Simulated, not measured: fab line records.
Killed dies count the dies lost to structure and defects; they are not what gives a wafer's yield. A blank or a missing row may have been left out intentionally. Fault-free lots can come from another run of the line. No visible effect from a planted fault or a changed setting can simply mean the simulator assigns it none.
Matching of chambers + flow n5-finfet + N5_STI_FIN_REVEAL_STRIP_24 on rie-diel-02 has 4 sister chambers
The step strips in N2/H2, time 90 s. 8 wafers are shown with their chamber, then 11 later ones without.

== WAFERS, EACH WITH ITS CHAMBER ==
| wafer  | chamber | showerhead-plenum-p-Torr (Torr) | drypump-motor-current-A (A) |
|--------|---------|---------------------------------|-----------------------------|
| L081.5 | 0       | 3.21                            | 5.3                         |
| L087.1 | 2       | 3.51                            | 5.2                         |
| L087.4 | 1       | 3.50                            | 6.3                         |
| L087.5 | 1       | 3.50                            | 6.2                         |
| L089.1 | 3       | 3.37                            | 5.6                         |
| L089.4 | 0       | 3.20                            | 5.3                         |
| L089.5 | 2       | 3.51                            | 5.2                         |
| L090.1 | 3       | 3.37                            | 5.7                         |

== WAFERS WITH NO CHAMBER GIVEN ==
| wafer  | showerhead-plenum-p-Torr (Torr) | drypump-motor-current-A (A) |
|--------|---------------------------------|-----------------------------|
| L090.2 | 3.20                            | 5.3                         |
| L090.5 | 3.20                            | 5.3                         |
| L092.2 | 3.50                            | 5.2                         |
| L092.3 | 3.49                            | 6.2                         |
| L092.4 | 3.37                            | 5.7                         |
| L096.1 | 3.20                            | 5.3                         |
| L096.3 | 3.49                            | 6.3                         |
| L096.5 | 3.36                            | 5.6                         |
| L097.1 | 3.20                            | 5.3                         |
| L097.3 | 3.49                            | 6.2                         |
| L097.5 | 3.20                            | 5.3                         |

== EACH ONE'S CHAMBER ==
| wafer  | from the rows above | in truth |
|--------|---------------------|----------|
| L090.2 | 0                   | 0        |
| L090.5 | 0                   | 0        |
| L092.2 | 2                   | 2        |
| L092.3 | 1                   | 1        |
| L092.4 | 3                   | 3        |
| L096.1 | 0                   | 0        |
| L096.3 | 1                   | 1        |
| L096.5 | 3                   | 3        |
| L097.1 | 0                   | 0        |
| L097.3 | 1                   | 1        |
| L097.5 | 0                   | 0        |
Correctly placed: 11 of 11. From these rows, 0 cannot be placed. Number placed wrongly: 0.
How it was worked out, from the rows above alone: a wafer's distance from a chamber is the root of the sum, over the readings, of the square of ((its reading less the chamber's mean) divided by the reading's scatter). The wafer belongs to the nearest chamber; if the next one is less than 2 further off, it can't be placed. For every chamber, the mean is computed from those of its wafers that are shown. How the scatter is found: for the shown wafers, subtract from each reading the mean of its chamber, square and add these, divide the total by (wafers less chambers), then take the root.
